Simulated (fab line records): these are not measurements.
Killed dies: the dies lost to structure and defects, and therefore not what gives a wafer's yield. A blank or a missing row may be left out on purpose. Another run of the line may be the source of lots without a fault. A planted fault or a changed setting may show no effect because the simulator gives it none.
Which tool is to blame? + flow n5 finfet + 72 wafers from 24 lots sampled at 3 of the route's 1938 steps

WHAT THE GAUGES READ, wafer by wafer
N5_BEOL_M10_CD_MEAS_18: pitch 140 nm, target cd 70 nm.
| lot  | measured     | on        | cd nm (nm)     |
|------|--------------|-----------|----------------|
| L074 | day 10 19:34 | cd sem-01 | 69.0 68.3 69.1 |
| L075 | day 10 22:34 | cd sem-01 | 69.4 70.2 70.3 |
| L076 | day 11 14:06 | cd sem-03 | 70.7 70.2 69.9 |
| L077 | day 11 14:16 | cd sem-02 | 69.6 69.7 69.6 |
| L078 | day 11 17:50 | cd sem-02 | 69.2 70.1 69.7 |
| L081 | day 12 03:26 | cd sem-01 | 68.5 69.0 68.9 |
| L082 | day 12 14:26 | cd sem-02 | 69.4 69.2 69.5 |
| L080 | day 12 17:37 | cd sem-03 | 68.7 69.9 69.1 |
| L079 | day 12 17:51 | cd sem-02 | 69.8 70.2 71.2 |
| L084 | day 12 20:58 | cd sem-02 | 69.4 67.9 71.0 |
| L083 | day 13 06:03 | cd sem-01 | 69.3 68.4 69.8 |
| L086 | day 13 09:35 | cd sem-02 | 68.2 68.4 68.3 |
| L085 | day 13 14:03 | cd sem-01 | 69.9 69.3 69.1 |
| L090 | day 13 22:35 | cd sem-03 | 69.6 70.1 69.9 |
| L087 | day 14 05:29 | cd sem-01 | 70.5 70.9 69.1 |
| L088 | day 14 09:21 | cd sem-03 | 71.2 70.5 70.7 |
| L089 | day 14 14:19 | cd sem-02 | 69.9 69.7 70.9 |
| L092 | day 15 03:53 | cd sem-03 | 70.6 69.6 69.9 |
| L091 | day 15 04:26 | cd sem-02 | 70.4 70.2 71.0 |
| L093 | day 15 05:22 | cd sem-02 | 69.8 70.4 70.6 |
| L094 | day 15 18:31 | cd sem-02 | 68.9 69.8 70.4 |
| L095 | day 16 07:08 | cd sem-01 | 69.0 69.3 70.5 |
| L097 | day 16 09:15 | cd sem-03 | 69.5 69.4 70.1 |
| L096 | day 16 09:46 | cd sem-03 | 69.9 70.2 69.5 |

N5_BEOL_M10_OCD_MEAS_38.
| lot  | measured     | on     | trench depth nm (nm) |
|------|--------------|--------|----------------------|
| L074 | day 10 23:28 | ocd-01 | 151 152 146          |
| L075 | day 10 23:38 | ocd-01 | 152 149 152          |
| L076 | day 11 16:49 | ocd-02 | 151 151 151          |
| L077 | day 11 17:04 | ocd-01 | 150 145 149          |
| L078 | day 11 19:52 | ocd-01 | 149 144 149          |
| L081 | day 12 04:31 | ocd-02 | 150 150 149          |
| L082 | day 12 15:56 | ocd-02 | 151 145 148          |
| L080 | day 12 19:44 | ocd-01 | 145 151 154          |
| L079 | day 12 19:22 | ocd-02 | 146 147 153          |
| L084 | day 12 23:26 | ocd-01 | 149 145 145          |
| L083 | day 13 07:01 | ocd-02 | 151 150 148          |
| L086 | day 13 12:40 | ocd-01 | 144 151 151          |
| L085 | day 13 15:41 | ocd-01 | 151 149 145          |
| L090 | day 13 23:41 | ocd-02 | 144 149 150          |
| L087 | day 14 07:19 | ocd-01 | 150 144 154          |
| L088 | day 14 10:32 | ocd-01 | 150 145 152          |
| L089 | day 14 19:08 | ocd-02 | 143 149 142          |
| L092 | day 15 04:53 | ocd-02 | 144 144 151          |
| L091 | day 15 07:06 | ocd-01 | 150 152 146          |
| L093 | day 15 07:11 | ocd-02 | 148 152 152          |
| L094 | day 15 19:55 | ocd-02 | 146 146 143          |
| L095 | day 16 10:54 | ocd-02 | 150 151 149          |
| L097 | day 16 11:22 | ocd-02 | 148 152 150          |
| L096 | day 16 11:35 | ocd-01 | 143 147 144          |

TOOL THAT RAN EACH LOT (tool first, then ch and the chambers of the sampled wafers, then the start)
| lot  | N5_BEOL_M10_ETCH_61                |
|------|------------------------------------|
| L074 | rie diel-05 ch 1,2, day 10 19:09   |
| L075 | rie diel-01 ch 0,2, day 10 22:08   |
| L076 | rie diel-05 ch 0,1,3, day 11 13:40 |
| L077 | rie diel-02 ch 0,1, day 11 13:50   |
| L078 | rie diel-05 ch 0,3, day 11 17:25   |
| L081 | rie diel-01 ch 0,1,3, day 12 03:01 |
| L082 | rie diel-05 ch 2,3, day 12 13:55   |
| L080 | rie diel-01 ch 0,2,3, day 12 17:08 |
| L079 | rie diel-05 ch 1,2,3, day 12 17:26 |
| L084 | rie diel-01 ch 1,2,3, day 12 20:32 |
| L083 | rie diel-05 ch 0,2,3, day 13 05:38 |
| L086 | rie diel-02 ch 0,3, day 13 09:07   |
| L085 | rie diel-01 ch 0,1,3, day 13 13:38 |
| L090 | rie diel-01 ch 0,1, day 13 22:10   |
| L087 | rie diel-01 ch 0,1,2, day 14 05:00 |
| L088 | rie diel-02 ch 1,2, day 14 08:49   |
| L089 | rie diel-01 ch 0,1,2, day 14 13:53 |
| L092 | rie diel-01 ch 0,1,3, day 15 03:27 |
| L091 | rie diel-02 ch 1, day 15 03:32     |
| L093 | rie diel-02 ch 1,2,3, day 15 04:50 |
| L094 | rie diel-05 ch 0,1,3, day 15 18:02 |
| L095 | rie diel-01 ch 0,1,3, day 16 06:44 |
| L097 | rie diel-02 ch 0,1,2, day 16 08:44 |
| L096 | rie diel-05 ch 0,1,2, day 16 09:17 |
- N5_BEOL_M10_ETCH_61: etches SiARC in CF4, target depth 39 nm, time 65 s.

WHAT THE TOOLS THEMSELVES READ (means of the sampled wafers that have a number; where no wafer has one, the mark that the record gives instead)
N5_BEOL_M10_ETCH_61.
| lot  | tool        | drypump motor current A (A) | etch rf on time s (s) | oes product au (a.u.) | rf vpp V (V) | showerhead plenum p Torr (Torr) | throttle valve pct (%) |
|------|-------------|-----------------------------|-----------------------|-----------------------|--------------|---------------------------------|------------------------|
| L074 | rie diel-05 | 6.2                         | 66.7                  | 0.59                  | 184.2        | 2.14                            | 15.51                  |
| L075 | rie diel-01 | 6.2                         | 66.2                  | 0.60                  | 184.1        | 2.11                            | 15.74                  |
| L076 | rie diel-05 | 6.1                         | 64.2                  | 0.75                  | 184.5        | 2.19                            | 15.37                  |
| L077 | rie diel-02 | 6.3                         | 65.1                  | 0.64                  | 184.5        | 2.23                            | 15.40                  |
| L078 | rie diel-05 | 6.0                         | 64.0                  | 0.83                  | 184.9        | 2.25                            | 15.32                  |
| L081 | rie diel-01 | 6.0                         | 65.4                  | 0.66                  | 184.1        | 2.16                            | 15.60                  |
| L082 | rie diel-05 | 6.0                         | 64.3                  | 0.74                  | 185.0        | 2.26                            | 15.44                  |
| L080 | rie diel-01 | 5.6                         | 65.5                  | 0.63                  | 183.0        | 2.08                            | 15.65                  |
| L079 | rie diel-05 | 6.1                         | 65.6                  | 0.66                  | 184.6        | 2.19                            | 15.49                  |
| L084 | rie diel-01 | 5.4                         | 64.5                  | 0.65                  | 184.2        | 2.12                            | 15.58                  |
| L083 | rie diel-05 | 5.8                         | 65.0                  | 0.73                  | 186.0        | 2.22                            | 15.56                  |
| L086 | rie diel-02 | 6.1                         | 64.7                  | 0.68                  | 185.3        | 2.25                            | 15.64                  |
| L085 | rie diel-01 | 6.0                         | 64.3                  | 0.65                  | 184.5        | 2.15                            | 15.63                  |
| L090 | rie diel-01 | 6.6                         | 66.4                  | 0.62                  | 184.1        | 2.16                            | 15.77                  |
| L087 | rie diel-01 | 6.0                         | 65.9                  | 0.61                  | 184.6        | 2.13                            | 15.72                  |
| L088 | rie diel-02 | 6.2                         | 65.5                  | 0.69                  | 185.6        | 2.22                            | 15.43                  |
| L089 | rie diel-01 | 6.0                         | 65.1                  | 0.61                  | 184.1        | 2.13                            | 15.74                  |
| L092 | rie diel-01 | 6.0                         | 65.2                  | 0.64                  | 184.7        | 2.15                            | 15.66                  |
| L091 | rie diel-02 | 6.5                         | 64.5                  | 0.71                  | 185.3        | 2.26                            | 15.37                  |
| L093 | rie diel-02 | 6.0                         | 64.6                  | 0.70                  | 185.1        | 2.22                            | 15.57                  |
| L094 | rie diel-05 | 6.1                         | 65.3                  | 0.76                  | 184.6        | 2.18                            | 15.27                  |
| L095 | rie diel-01 | 6.0                         | 65.3                  | 0.63                  | 183.7        | 2.14                            | 15.68                  |
| L097 | rie diel-02 | 6.1                         | 65.7                  | 0.71                  | 185.2        | 2.19                            | 15.33                  |
| L096 | rie diel-05 | 5.9                         | 64.6                  | 0.79                  | 184.4        | 2.15                            | 15.33                  |

THE ANSWER, worked out from the rows above alone
Rule: the usual values come from the lots themselves. Put in order of their means at a reading, lots are off if they are a third of the lots or fewer, leave a main group of 4 or more, and stand apart from it by a gap of 3 or more times the standard deviation of the main group's means; of several such gaps the widest counts. A main group whose means are all the same, to the digits that the tables above print for the reading, isn't used. A lot without any number at a reading at which 4 lots or more have one is off too. Where the step has rows for the other lots, those lots are counted as sound. The gauges are gone through in route order, then the tools' own readings, and for those a lot's mean is taken as printed above. At the first step where some lot is off, the reading lying furthest off is the one used; lots without a number count as furthest.
No lot is off at any reading shown: from this, nothing can be told.

WHAT THE SIMULATOR HAD PUT IN
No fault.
